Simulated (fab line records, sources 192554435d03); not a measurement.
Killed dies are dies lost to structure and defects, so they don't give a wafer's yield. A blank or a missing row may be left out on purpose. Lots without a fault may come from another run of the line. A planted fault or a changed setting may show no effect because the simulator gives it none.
A struck lot beside a sound one | flow n5_finfet | 16 steps out of a route of 1938
Sound: wafers L348.1, L348.2, L348.4. Struck: wafers L340.2, L340.6. (L340.1 of the same lot was not struck and is left out.) The cause comes at the end.
At each step with rows: each side's tool, then ch and its chambers, then its first start. Under that, the readings that differ: sound wafers | struck wafers | difference of the means | sigmas: that difference in standard deviations of wafers without a fault.
alike: readings whose means differ by less than 2 such deviations, and words and numbers that are the same on both sides. not compared: withheld readings, readings that some wafer has no value for, bounds like >300 that may hide the same value, and numbers for which the record gives no deviation and whose values overlap.
The two part at a step that has a row with sigmas, a row that says differs or no value, or rows on one side only. Numbers that don't overlap but have no deviation are shown without sigmas and don't part them. A reading that every wafer of one side lacks parts them only if that side has two wafers or more.

first, 4 steps without rows for these wafers: N5_BEOL_M6_HM_STRIP_39 (strips TiN in peroxide tin strip, target depth 25 nm, time 158 s); N5_BEOL_M6_SRD_40 (time 30 s); N5_BEOL_M6_PRECLEAN_42 (cleans in residue remover, time 60 s); N5_BEOL_M6_SRD_43 (time 30 s).
N5_BEOL_M6_CD_MEAS_35: target cd 40 nm, target cd y 28 nm.
  sound on cd_sem-02, day 12 11:09; struck on cd_sem-01, day 10 04:28
  reading    | sound          | struck    | difference | sigmas
  cd_nm (nm) | 40.8 41.4 41.1 | 40.2 39.7 | -1.1       | -2
N5_BEOL_M6_CURE_75: cures SiCOH lowk, time 120 s.
  sound on uv_cure-03 ch 1, day 12 11:12; struck on uv_cure-02 ch 1, day 10 04:30
  alike: lamp_power_pct, wafer_temp_C_max
then, 1 step without rows for these wafers: N5_BEOL_M6_DEGAS_44 (time 60 s).
N5_BEOL_M6_PRE_CLEAN_45: time 30 s.
  sound on pvd_sputter-03, day 12 11:40; struck on pvd_sputter-01, day 10 05:10
  alike: heater_power_w
N5_BEOL_M6_ALD_77: deposits TaN, target thk 2 nm, pulse time 2 s, purge time 3 s.
  sound on ald_metal-01 ch 1,2,3, day 12 11:45; struck on ald_metal-04 ch 0,1, day 10 05:13
  alike: heater_power_w
N5_BEOL_M6_SURFACE_TREAT_79:
  sound on pvd_sputter-02, day 12 12:07; struck on pvd_sputter-01, day 10 05:31
  not compared: pressure_mtorr, throttle_valve_pct
then, 2 steps without rows for these wafers: N5_BEOL_M6_CVD_78 (deposits Co from CCTBA/H2, target thk 2 nm, time 142.3 s); N5_BEOL_M6_SPUTTER_48 (material Cu, target thk 10 nm, time 1.667 s).
N5_BEOL_M6_ECD_50: material Cu, target thk 300 nm.
  sound on ecd_cu-01 ch 0,1, day 12 12:28; struck on ecd_cu-02 ch 0,1, day 10 05:51
  reading                                | sound             | struck    | difference | sigmas
  model.Cu_of_BEOL_M6_ECD_50.thk_nm (nm) | 303.4 303.2 299.6 | 152 154.6 | -149       |
N5_BEOL_M6_ANNEAL_51: time 90 s.
  sound on rtp_anneal-01 ch 0, day 12 12:52; struck on rtp_anneal-02 ch 0, day 10 05:56
  alike: wafer_temp_C_max
N5_BEOL_M6_CMP_52: polishes, stops on SiCOH lowk, t overpolish 6.9 s, target thk 80 nm.
  sound on cmp-02 ch 0,1,2, day 12 13:10; struck on cmp-04 ch 0,1, day 10 06:19
  reading                | sound          | struck    | difference | sigmas
  time_to_endpoint_s (s) | 61.6 60.6 59.6 | 33.3 27.8 | -30.1      | -14
  alike: motor_current_A, retaining_ring_pressure_frac
  not compared: pad_life_wafers
N5_BEOL_M6_THK_MEAS_53: measures by xrf.
  sound on film_metro-01, day 12 13:28; struck on film_metro-02, day 10 06:32
  alike: M6_THK

WHERE THEY PART
First at N5_BEOL_M6_CD_MEAS_35; last, within this record, at N5_BEOL_M6_CMP_52. Later steps at which nothing parts them and some readings are alike: N5_BEOL_M6_THK_MEAS_53.

WHY: what the simulator had put in
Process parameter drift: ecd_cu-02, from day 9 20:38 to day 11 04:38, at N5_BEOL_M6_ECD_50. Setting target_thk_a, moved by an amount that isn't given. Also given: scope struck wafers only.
